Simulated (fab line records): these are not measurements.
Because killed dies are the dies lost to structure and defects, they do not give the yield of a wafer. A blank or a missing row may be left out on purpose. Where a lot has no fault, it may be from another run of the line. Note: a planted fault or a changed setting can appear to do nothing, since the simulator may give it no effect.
Matching of chambers || flow n5_finfet || rie_diel-05 running N5_BEOL_M13_TRENCH_ETCH_34: 4 sister chambers
The step etches SiOC in C4F8/O2/Ar, target depth 413.47 nm, time 162.6 s. 16 wafers are shown with their chamber, then 8 later ones without.

WAFERS PAIRED WITH THEIR CHAMBERS
{"wafer": "L078.2", "chamber": 3, "drypump_motor_current_A (A)": 6.2, "showerhead_plenum_p_Torr (Torr)": 3.47, "rf_vpp_V (V)": 668}
{"wafer": "L078.3", "chamber": 2, "drypump_motor_current_A (A)": 5.3, "showerhead_plenum_p_Torr (Torr)": 3.41, "rf_vpp_V (V)": 666}
{"wafer": "L078.6", "chamber": 1, "drypump_motor_current_A (A)": 6.1, "showerhead_plenum_p_Torr (Torr)": 3.32, "rf_vpp_V (V)": 661}
{"wafer": "L080.2", "chamber": 1, "drypump_motor_current_A (A)": 6.1, "showerhead_plenum_p_Torr (Torr)": 3.32, "rf_vpp_V (V)": 661}
{"wafer": "L080.3", "chamber": 0, "drypump_motor_current_A (A)": 5.9, "showerhead_plenum_p_Torr (Torr)": 3.47, "rf_vpp_V (V)": 667}
{"wafer": "L080.6", "chamber": 2, "drypump_motor_current_A (A)": 5.3, "showerhead_plenum_p_Torr (Torr)": 3.41, "rf_vpp_V (V)": 667}
{"wafer": "L082.2", "chamber": 2, "drypump_motor_current_A (A)": 5.3, "showerhead_plenum_p_Torr (Torr)": 3.41, "rf_vpp_V (V)": 667}
{"wafer": "L082.3", "chamber": 0, "drypump_motor_current_A (A)": 5.9, "showerhead_plenum_p_Torr (Torr)": 3.46, "rf_vpp_V (V)": 667}
{"wafer": "L082.5", "chamber": 2, "drypump_motor_current_A (A)": 5.3, "showerhead_plenum_p_Torr (Torr)": 3.41, "rf_vpp_V (V)": 665}
{"wafer": "L084.2", "chamber": 1, "drypump_motor_current_A (A)": 6.1, "showerhead_plenum_p_Torr (Torr)": 3.31, "rf_vpp_V (V)": 663}
{"wafer": "L084.3", "chamber": 0, "drypump_motor_current_A (A)": 5.9, "showerhead_plenum_p_Torr (Torr)": 3.46, "rf_vpp_V (V)": 667}
{"wafer": "L084.6", "chamber": 1, "drypump_motor_current_A (A)": 6.2, "showerhead_plenum_p_Torr (Torr)": 3.31, "rf_vpp_V (V)": 661}
{"wafer": "L085.1", "chamber": 2, "drypump_motor_current_A (A)": 5.3, "showerhead_plenum_p_Torr (Torr)": 3.40, "rf_vpp_V (V)": 665}
{"wafer": "L085.2", "chamber": 1, "drypump_motor_current_A (A)": 6.1, "showerhead_plenum_p_Torr (Torr)": 3.31, "rf_vpp_V (V)": 662}
{"wafer": "L085.3", "chamber": 0, "drypump_motor_current_A (A)": 5.9, "showerhead_plenum_p_Torr (Torr)": 3.46, "rf_vpp_V (V)": 667}
{"wafer": "L088.1", "chamber": 3, "drypump_motor_current_A (A)": 6.2, "showerhead_plenum_p_Torr (Torr)": 3.47, "rf_vpp_V (V)": 667}

SIGNATURES (averages over the wafers above)
{"reading": "drypump_motor_current_A", "chamber 0": 5.900, "chamber 1": 6.120, "chamber 2": 5.300, "chamber 3": 6.200, "scatter within a chamber": 0.0258}
{"reading": "showerhead_plenum_p_Torr", "chamber 0": 3.4625, "chamber 1": 3.3140, "chamber 2": 3.4080, "chamber 3": 3.4700, "scatter within a chamber": 0.00479}
{"reading": "rf_vpp_V", "chamber 0": 667.00, "chamber 1": 661.60, "chamber 2": 666.00, "chamber 3": 667.50, "scatter within a chamber": 0.801}
Rule: a wafer's distance from a chamber is the root of the sum, over the readings, of the square of ((its reading less the chamber's mean) divided by the reading's scatter). If the next closest chamber is less than 2 further off than the closest, the wafer can't be placed; otherwise it belongs to the closest. The scatter is the square root of a quotient: the sum, over the shown wafers, of each reading's squared deviation from its chamber's mean, divided by wafers minus chambers.

WAFERS MISSING THEIR CHAMBER
{"wafer": "L088.4", "drypump_motor_current_A (A)": 6.1, "showerhead_plenum_p_Torr (Torr)": 3.31, "rf_vpp_V (V)": 662}
{"wafer": "L088.5", "drypump_motor_current_A (A)": 6.2, "showerhead_plenum_p_Torr (Torr)": 3.47, "rf_vpp_V (V)": 668}
{"wafer": "L095.1", "drypump_motor_current_A (A)": 6.2, "showerhead_plenum_p_Torr (Torr)": 3.46, "rf_vpp_V (V)": 667}
{"wafer": "L095.3", "drypump_motor_current_A (A)": 6.0, "showerhead_plenum_p_Torr (Torr)": 3.45, "rf_vpp_V (V)": 668}
{"wafer": "L095.6", "drypump_motor_current_A (A)": 6.2, "showerhead_plenum_p_Torr (Torr)": 3.46, "rf_vpp_V (V)": 669}
{"wafer": "L097.1", "drypump_motor_current_A (A)": 5.9, "showerhead_plenum_p_Torr (Torr)": 3.45, "rf_vpp_V (V)": 666}
{"wafer": "L097.4", "drypump_motor_current_A (A)": 6.2, "showerhead_plenum_p_Torr (Torr)": 3.46, "rf_vpp_V (V)": 666}
{"wafer": "L097.6", "drypump_motor_current_A (A)": 6.2, "showerhead_plenum_p_Torr (Torr)": 3.46, "rf_vpp_V (V)": 667}

CHAMBER TAKEN BY EACH
{"wafer": "L088.4", "from the rows above": 1, "in truth": 1}
{"wafer": "L088.5", "from the rows above": 3, "in truth": 3}
{"wafer": "L095.1", "from the rows above": 3, "in truth": 3}
{"wafer": "L095.3", "from the rows above": 0, "in truth": 0}
{"wafer": "L095.6", "from the rows above": 3, "in truth": 3}
{"wafer": "L097.1", "from the rows above": 0, "in truth": 0}
{"wafer": "L097.4", "from the rows above": 3, "in truth": 3}
{"wafer": "L097.6", "from the rows above": 3, "in truth": 3}
8 of 8 placed correctly. Left unplaced by these rows: 0. Wrongly placed: 0.
